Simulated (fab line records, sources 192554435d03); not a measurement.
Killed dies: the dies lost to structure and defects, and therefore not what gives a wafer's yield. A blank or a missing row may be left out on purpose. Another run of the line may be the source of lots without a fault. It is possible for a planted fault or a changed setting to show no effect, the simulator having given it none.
Chamber matching / flow n5_finfet / rie_diel-05 running N5_BEOL_M11_DESCUM_33: 4 sister chambers
The step chemistry O2, time 7.9 s. 16 wafers are shown with their chamber, then 8 later ones without.

## WAFERS WITH THEIR CHAMBER
wafer=L078.1; chamber=0; showerhead_plenum_p_Torr (Torr)=2.07; throttle_valve_pct (%)=20.15; oes_product_au (a.u.)=0.75
wafer=L078.4; chamber=2; showerhead_plenum_p_Torr (Torr)=2.05; throttle_valve_pct (%)=20.40; oes_product_au (a.u.)=1.00
wafer=L078.6; chamber=1; showerhead_plenum_p_Torr (Torr)=2.23; throttle_valve_pct (%)=20.46; oes_product_au (a.u.)=0.92
wafer=L076.4; chamber=2; showerhead_plenum_p_Torr (Torr)=2.05; throttle_valve_pct (%)=20.38; oes_product_au (a.u.)=0.99
wafer=L076.5; chamber=1; showerhead_plenum_p_Torr (Torr)=2.23; throttle_valve_pct (%)=20.45; oes_product_au (a.u.)=0.92
wafer=L076.6; chamber=0; showerhead_plenum_p_Torr (Torr)=2.07; throttle_valve_pct (%)=20.15; oes_product_au (a.u.)=0.75
wafer=L083.1; chamber=3; showerhead_plenum_p_Torr (Torr)=2.17; throttle_valve_pct (%)=20.45; oes_product_au (a.u.)=0.73
wafer=L083.2; chamber=0; showerhead_plenum_p_Torr (Torr)=2.07; throttle_valve_pct (%)=20.19; oes_product_au (a.u.)=0.75
wafer=L083.6; chamber=2; showerhead_plenum_p_Torr (Torr)=2.05; throttle_valve_pct (%)=20.43; oes_product_au (a.u.)=0.95
wafer=L087.3; chamber=2; showerhead_plenum_p_Torr (Torr)=2.05; throttle_valve_pct (%)=20.43; oes_product_au (a.u.)=0.93
wafer=L087.5; chamber=2; showerhead_plenum_p_Torr (Torr)=2.05; throttle_valve_pct (%)=20.43; oes_product_au (a.u.)=0.93
wafer=L087.6; chamber=1; showerhead_plenum_p_Torr (Torr)=2.22; throttle_valve_pct (%)=20.47; oes_product_au (a.u.)=0.88
wafer=L089.1; chamber=0; showerhead_plenum_p_Torr (Torr)=2.06; throttle_valve_pct (%)=20.19; oes_product_au (a.u.)=0.72
wafer=L089.4; chamber=2; showerhead_plenum_p_Torr (Torr)=2.05; throttle_valve_pct (%)=20.44; oes_product_au (a.u.)=0.91
wafer=L089.6; chamber=1; showerhead_plenum_p_Torr (Torr)=2.22; throttle_valve_pct (%)=20.48; oes_product_au (a.u.)=0.86
wafer=L092.1; chamber=3; showerhead_plenum_p_Torr (Torr)=2.16; throttle_valve_pct (%)=20.48; oes_product_au (a.u.)=0.71

SIGNATURES, as means of the wafers listed above
reading=showerhead_plenum_p_Torr; chamber 0=2.0675; chamber 1=2.2250; chamber 2=2.0500; chamber 3=2.1650; scatter within a chamber=0.00433
reading=throttle_valve_pct; chamber 0=20.1700; chamber 1=20.4650; chamber 2=20.4183; chamber 3=20.4650; scatter within a chamber=0.0209
reading=oes_product_au; chamber 0=0.7425; chamber 1=0.8950; chamber 2=0.9517; chamber 3=0.7200; scatter within a chamber=0.029
Rule: distance of a wafer from a chamber = root of the sum over the readings of ((wafer's reading minus chamber's mean) / reading's scatter) squared. If the next closest chamber is less than 2 further off than the closest, the wafer can't be placed; otherwise it belongs to the closest. The scatter is the square root of a quotient: the sum, over the shown wafers, of each reading's squared deviation from its chamber's mean, divided by wafers minus chambers.

## WAFERS WITHOUT THEIR CHAMBER
wafer=L092.3; showerhead_plenum_p_Torr (Torr)=2.21; throttle_valve_pct (%)=20.49; oes_product_au (a.u.)=0.87
wafer=L092.6; showerhead_plenum_p_Torr (Torr)=2.04; throttle_valve_pct (%)=20.45; oes_product_au (a.u.)=0.90
wafer=L095.2; showerhead_plenum_p_Torr (Torr)=2.16; throttle_valve_pct (%)=20.48; oes_product_au (a.u.)=0.70
wafer=L095.3; showerhead_plenum_p_Torr (Torr)=2.06; throttle_valve_pct (%)=20.21; oes_product_au (a.u.)=0.72
wafer=L095.6; showerhead_plenum_p_Torr (Torr)=2.16; throttle_valve_pct (%)=20.49; oes_product_au (a.u.)=0.70
wafer=L097.3; showerhead_plenum_p_Torr (Torr)=2.04; throttle_valve_pct (%)=20.45; oes_product_au (a.u.)=0.90
wafer=L097.4; showerhead_plenum_p_Torr (Torr)=2.16; throttle_valve_pct (%)=20.50; oes_product_au (a.u.)=0.70
wafer=L097.6; showerhead_plenum_p_Torr (Torr)=2.21; throttle_valve_pct (%)=20.50; oes_product_au (a.u.)=0.84

## EACH ONE'S CHAMBER
wafer=L092.3; from the rows above=1; in truth=1
wafer=L092.6; from the rows above=2; in truth=2
wafer=L095.2; from the rows above=3; in truth=3
wafer=L095.3; from the rows above=0; in truth=0
wafer=L095.6; from the rows above=3; in truth=3
wafer=L097.3; from the rows above=2; in truth=2
wafer=L097.4; from the rows above=3; in truth=3
wafer=L097.6; from the rows above=1; in truth=1
Placed correctly: 8 of 8. From these rows, 0 cannot be placed. Wrongly placed: 0.
